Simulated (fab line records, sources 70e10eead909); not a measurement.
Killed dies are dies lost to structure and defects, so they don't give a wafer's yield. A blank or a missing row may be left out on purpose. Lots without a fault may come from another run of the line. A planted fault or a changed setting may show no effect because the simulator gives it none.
Chamber matching | flow nand_harc | NHARC_A_BONDPAD_DEP_00 on pecvd-03: 3 sister chambers
The step deposits SiCN, target thk 250 nm. 18 wafers are shown with their chamber, then 9 later ones without.

WAFERS WITH THEIR CHAMBER
wafer  | chamber | heater_power_w (W)
L074.1 | 1       | 482
L074.2 | 2       | 678
L074.5 | 0       | 484
L080.1 | 2       | 580
L080.4 | 2       | 604
L080.6 | 0       | 542
L085.1 | 2       | 656
L085.5 | 0       | 537
L085.6 | 2       | 654
L088.1 | 2       | 681
L088.3 | 0       | 616
L088.4 | 1       | 482
L087.2 | 0       | 513
L087.4 | 2       | 679
L087.6 | 0       | 527
L089.3 | 2       | 688
L089.4 | 1       | 458
L089.5 | 0       | 521

SIGNATURES (means of the wafers above)
reading        | chamber 0 | chamber 1 | chamber 2 | scatter within a chamber
heater_power_w | 534.29    | 474.00    | 652.50    | 37.8
Rule: a wafer's distance from a chamber is the root of the sum, over the readings, of the square of ((its reading less the chamber's mean) divided by the reading's scatter). The wafer belongs to the nearest chamber; if the next one is less than 2 further off, it can't be placed. The scatter: the root of (the sum of the squares of (reading less its chamber's mean) over the shown wafers, divided by (wafers less chambers)).

WAFERS WITHOUT THEIR CHAMBER
wafer  | heater_power_w (W)
L090.1 | 596
L090.4 | 623
L090.6 | 625
L094.2 | 596
L094.5 | 647
L094.6 | 465
L097.2 | 615
L097.5 | 564
L097.6 | 651

WHICH CHAMBER EACH WENT THROUGH
wafer  | from the rows above          | in truth
L090.1 | can't be placed: 2 or 0 or 1 | 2
L090.4 | can't be placed: 2 or 0      | 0
L090.6 | can't be placed: 2 or 0      | 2
L094.2 | can't be placed: 2 or 0 or 1 | 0
L094.5 | 2                            | 2
L094.6 | can't be placed: 1 or 0      | 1
L097.2 | can't be placed: 2 or 0      | 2
L097.5 | can't be placed: 0 or 2 or 1 | 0
L097.6 | 2                            | 2
Placed correctly: 2 of 9. Can't be placed from these rows: 7 (the true chamber is among the candidates in 7). Placed wrongly: 0.
